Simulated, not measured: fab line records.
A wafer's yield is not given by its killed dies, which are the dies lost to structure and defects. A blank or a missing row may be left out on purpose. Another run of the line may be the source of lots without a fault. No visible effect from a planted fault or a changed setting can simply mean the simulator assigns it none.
Chamber matching || flow n5_finfet || N5_BEOL_M0_SAQP_ETCH_83 on rie_diel-04 has 4 sister chambers
The step etches SiARC in CF4, target depth 39 nm, time 65 s. 16 wafers are shown with their chamber, then 8 later ones without.

EACH WAFER AND ITS CHAMBER
{"wafer": "L075.2", "chamber": 3, "showerhead_plenum_p_Torr (Torr)": 2.03, "throttle_valve_pct (%)": 15.57, "drypump_motor_current_A (A)": 5.4}
{"wafer": "L075.5", "chamber": 2, "showerhead_plenum_p_Torr (Torr)": 2.21, "throttle_valve_pct (%)": 15.63, "drypump_motor_current_A (A)": 5.7}
{"wafer": "L075.6", "chamber": 3, "showerhead_plenum_p_Torr (Torr)": 2.03, "throttle_valve_pct (%)": 15.59, "drypump_motor_current_A (A)": 5.5}
{"wafer": "L076.1", "chamber": 2, "showerhead_plenum_p_Torr (Torr)": 2.21, "throttle_valve_pct (%)": 15.63, "drypump_motor_current_A (A)": 5.7}
{"wafer": "L076.4", "chamber": 1, "showerhead_plenum_p_Torr (Torr)": 2.21, "throttle_valve_pct (%)": 15.59, "drypump_motor_current_A (A)": 5.4}
{"wafer": "L076.6", "chamber": 2, "showerhead_plenum_p_Torr (Torr)": 2.21, "throttle_valve_pct (%)": 15.63, "drypump_motor_current_A (A)": 5.7}
{"wafer": "L081.1", "chamber": 0, "showerhead_plenum_p_Torr (Torr)": 2.19, "throttle_valve_pct (%)": 16.09, "drypump_motor_current_A (A)": 5.4}
{"wafer": "L081.3", "chamber": 1, "showerhead_plenum_p_Torr (Torr)": 2.21, "throttle_valve_pct (%)": 15.63, "drypump_motor_current_A (A)": 5.4}
{"wafer": "L081.5", "chamber": 0, "showerhead_plenum_p_Torr (Torr)": 2.19, "throttle_valve_pct (%)": 16.07, "drypump_motor_current_A (A)": 5.4}
{"wafer": "L085.1", "chamber": 1, "showerhead_plenum_p_Torr (Torr)": 2.20, "throttle_valve_pct (%)": 15.63, "drypump_motor_current_A (A)": 5.3}
{"wafer": "L085.4", "chamber": 2, "showerhead_plenum_p_Torr (Torr)": 2.21, "throttle_valve_pct (%)": 15.67, "drypump_motor_current_A (A)": 5.7}
{"wafer": "L085.5", "chamber": 0, "showerhead_plenum_p_Torr (Torr)": 2.19, "throttle_valve_pct (%)": 16.10, "drypump_motor_current_A (A)": 5.4}
{"wafer": "L086.1", "chamber": 1, "showerhead_plenum_p_Torr (Torr)": 2.20, "throttle_valve_pct (%)": 15.63, "drypump_motor_current_A (A)": 5.3}
{"wafer": "L086.2", "chamber": 2, "showerhead_plenum_p_Torr (Torr)": 2.20, "throttle_valve_pct (%)": 15.67, "drypump_motor_current_A (A)": 5.7}
{"wafer": "L086.5", "chamber": 2, "showerhead_plenum_p_Torr (Torr)": 2.21, "throttle_valve_pct (%)": 15.69, "drypump_motor_current_A (A)": 5.7}
{"wafer": "L092.2", "chamber": 2, "showerhead_plenum_p_Torr (Torr)": 2.20, "throttle_valve_pct (%)": 15.70, "drypump_motor_current_A (A)": 5.7}

SIGNATURES (averages over the wafers above)
{"reading": "showerhead_plenum_p_Torr", "chamber 0": 2.1900, "chamber 1": 2.2050, "chamber 2": 2.2071, "chamber 3": 2.0300, "scatter within a chamber": 0.0045}
{"reading": "throttle_valve_pct", "chamber 0": 16.0867, "chamber 1": 15.6200, "chamber 2": 15.6600, "chamber 3": 15.5800, "scatter within a chamber": 0.0246}
{"reading": "drypump_motor_current_A", "chamber 0": 5.400, "chamber 1": 5.350, "chamber 2": 5.700, "chamber 3": 5.450, "scatter within a chamber": 0.0354}
Rule: for each reading, subtract the chamber's mean from the wafer's reading, divide by that reading's scatter and square the result; add these up over the readings and take the root, which gives the wafer's distance from the chamber. The wafer belongs to the nearest chamber; if the next one is less than 2 further off, it can't be placed. How the scatter is found: for the shown wafers, subtract from each reading the mean of its chamber, square and add these, divide the total by (wafers less chambers), then take the root.

WAFERS MISSING THEIR CHAMBER
{"wafer": "L092.4", "showerhead_plenum_p_Torr (Torr)": 2.28, "throttle_valve_pct (%)": 15.18, "drypump_motor_current_A (A)": 5.5}
{"wafer": "L092.6", "showerhead_plenum_p_Torr (Torr)": 2.20, "throttle_valve_pct (%)": 15.70, "drypump_motor_current_A (A)": 5.7}
{"wafer": "L093.2", "showerhead_plenum_p_Torr (Torr)": 2.28, "throttle_valve_pct (%)": 15.18, "drypump_motor_current_A (A)": 5.5}
{"wafer": "L093.5", "showerhead_plenum_p_Torr (Torr)": 2.28, "throttle_valve_pct (%)": 15.18, "drypump_motor_current_A (A)": 5.5}
{"wafer": "L093.6", "showerhead_plenum_p_Torr (Torr)": 2.20, "throttle_valve_pct (%)": 15.70, "drypump_motor_current_A (A)": 5.7}
{"wafer": "L094.1", "showerhead_plenum_p_Torr (Torr)": 2.20, "throttle_valve_pct (%)": 15.73, "drypump_motor_current_A (A)": 5.7}
{"wafer": "L094.4", "showerhead_plenum_p_Torr (Torr)": 2.19, "throttle_valve_pct (%)": 15.62, "drypump_motor_current_A (A)": 5.4}
{"wafer": "L094.6", "showerhead_plenum_p_Torr (Torr)": 2.20, "throttle_valve_pct (%)": 15.70, "drypump_motor_current_A (A)": 5.7}

WHICH CHAMBER EACH ONE RAN IN
{"wafer": "L092.4", "from the rows above": "can't be placed: 1 or 2", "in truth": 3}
{"wafer": "L092.6", "from the rows above": 2, "in truth": 2}
{"wafer": "L093.2", "from the rows above": "can't be placed: 1 or 2", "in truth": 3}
{"wafer": "L093.5", "from the rows above": "can't be placed: 1 or 2", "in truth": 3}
{"wafer": "L093.6", "from the rows above": 2, "in truth": 2}
{"wafer": "L094.1", "from the rows above": 2, "in truth": 2}
{"wafer": "L094.4", "from the rows above": 1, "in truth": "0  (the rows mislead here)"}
{"wafer": "L094.6", "from the rows above": 2, "in truth": 2}
Placed correctly: 4 of 8. Not placeable from these rows: 3 (in 0, the candidates include the true chamber). Wrongly placed: 1.
